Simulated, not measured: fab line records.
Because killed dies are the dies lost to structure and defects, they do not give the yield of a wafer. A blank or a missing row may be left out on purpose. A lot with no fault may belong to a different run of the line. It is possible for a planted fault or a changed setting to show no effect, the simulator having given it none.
Matching of chambers || flow nand harc || 4 sister chambers for NHARC_P_CONTACT_CMP_24 on cmp-04
The step polishes, t overpolish 30 s, target thk 200 nm. 4 wafers are shown with their chamber, then 7 later ones without.

EACH WAFER AND ITS CHAMBER
{"wafer": "L840.5", "chamber": 1, "motor current A (A)": 11.6}
{"wafer": "L844.6", "chamber": 0, "motor current A (A)": 11.9}
{"wafer": "L845.1", "chamber": 2, "motor current A (A)": 12.1}
{"wafer": "L845.2", "chamber": 3, "motor current A (A)": 11.2}

WAFERS WITH NO CHAMBER GIVEN
{"wafer": "L845.4", "motor current A (A)": 11.8}
{"wafer": "L846.1", "motor current A (A)": 12.1}
{"wafer": "L846.3", "motor current A (A)": 11.6}
{"wafer": "L846.6", "motor current A (A)": 10.8}
{"wafer": "L848.2", "motor current A (A)": 10.6}
{"wafer": "L848.4", "motor current A (A)": 11.4}
{"wafer": "L848.5", "motor current A (A)": 12.1}

THE CHAMBER EACH PASSED THROUGH
{"wafer": "L845.4", "from the rows above": "can't be placed: 0 or 1 or 2 or 3", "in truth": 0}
{"wafer": "L846.1", "from the rows above": "can't be placed: 2 or 0 or 1", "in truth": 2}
{"wafer": "L846.3", "from the rows above": "can't be placed: 1 or 0 or 3 or 2", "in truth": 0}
{"wafer": "L846.6", "from the rows above": "can't be placed: 3 or 1", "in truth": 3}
{"wafer": "L848.2", "from the rows above": "can't be placed: 3 or 1", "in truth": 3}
{"wafer": "L848.4", "from the rows above": "can't be placed: 1 or 3 or 0 or 2", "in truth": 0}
{"wafer": "L848.5", "from the rows above": "can't be placed: 2 or 0 or 1", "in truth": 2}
Correct placement for 0 of the 7. From these rows, 7 cannot be placed; in 7 the true chamber is one of the candidates. 0 placed wrongly.
How it was worked out, from the rows above alone: a wafer's distance from a chamber is the root of the sum, over the readings, of the square of ((its reading less the chamber's mean) divided by the reading's scatter). If the next closest chamber is less than 2 further off than the closest, the wafer can't be placed; otherwise it belongs to the closest. A chamber's mean is the mean of its shown wafers. The scatter: root of mean squared gap, hidden wafer to nearest shown wafer, with one shown wafer a chamber.
